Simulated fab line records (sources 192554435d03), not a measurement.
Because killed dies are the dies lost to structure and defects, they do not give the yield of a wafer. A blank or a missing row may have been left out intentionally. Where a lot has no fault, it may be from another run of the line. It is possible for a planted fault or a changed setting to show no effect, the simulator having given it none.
Chamber matching | flow n5 finfet | 4 sister chambers for N5_SDB_CMP_30 on cmp-02
The step polishes, stops on poly-Si, t overpolish 1.54 s, target thk 30 nm. 8 wafers are shown with their chamber, then 9 later ones without.

## WAFERS PAIRED WITH THEIR CHAMBERS
wafer  | chamber | motor current A (A) | overpolish run s (s)
L079.1 | 1       | 10.4                | 1.532
L079.3 | 2       | 9.3                 | 1.555
L079.4 | 3       | 13.9                | 1.533
L080.3 | 2       | 9.2                 | 1.546
L080.5 | 0       | 11.9                | 1.534
L081.4 | 3       | 13.4                | 1.544
L081.5 | 1       | 10.7                | 1.541
L081.6 | 0       | 11.9                | 1.529

## WAFERS WHOSE CHAMBER IS MISSING
wafer  | motor current A (A) | overpolish run s (s)
L087.2 | 11.7                | 1.537
L087.3 | 13.6                | 1.545
L087.4 | 9.1                 | 1.542
L091.2 | 13.1                | 1.549
L091.4 | 11.4                | 1.540
L091.5 | 12.0                | 1.538
L097.2 | 11.0                | 1.550
L097.4 | 12.4                | 1.542
L097.6 | 12.0                | 1.537

## WHICH CHAMBER EACH ONE RAN IN
wafer  | from the rows above     | in truth
L087.2 | 0                       | 0
L087.3 | 3                       | 3
L087.4 | 2                       | 2
L091.2 | 3                       | 3
L091.4 | can't be placed: 0 or 1 | 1
L091.5 | 0                       | 0
L097.2 | 1                       | 1
L097.4 | 0                       | 0
L097.6 | 0                       | 0
Correct placement for 8 of the 9. Not placeable from these rows: 1 (in 1, the candidates include the true chamber). Wrongly placed: 0.
How it was worked out, from the rows above alone: a wafer's distance from a chamber is the root of the sum, over the readings, of the square of ((its reading less the chamber's mean) divided by the reading's scatter). The wafer belongs to the nearest chamber; if the next one is less than 2 further off, it can't be placed. A chamber's mean is the mean of its shown wafers. The scatter is the square root of a quotient: the sum, over the shown wafers, of each reading's squared deviation from its chamber's mean, divided by wafers minus chambers.
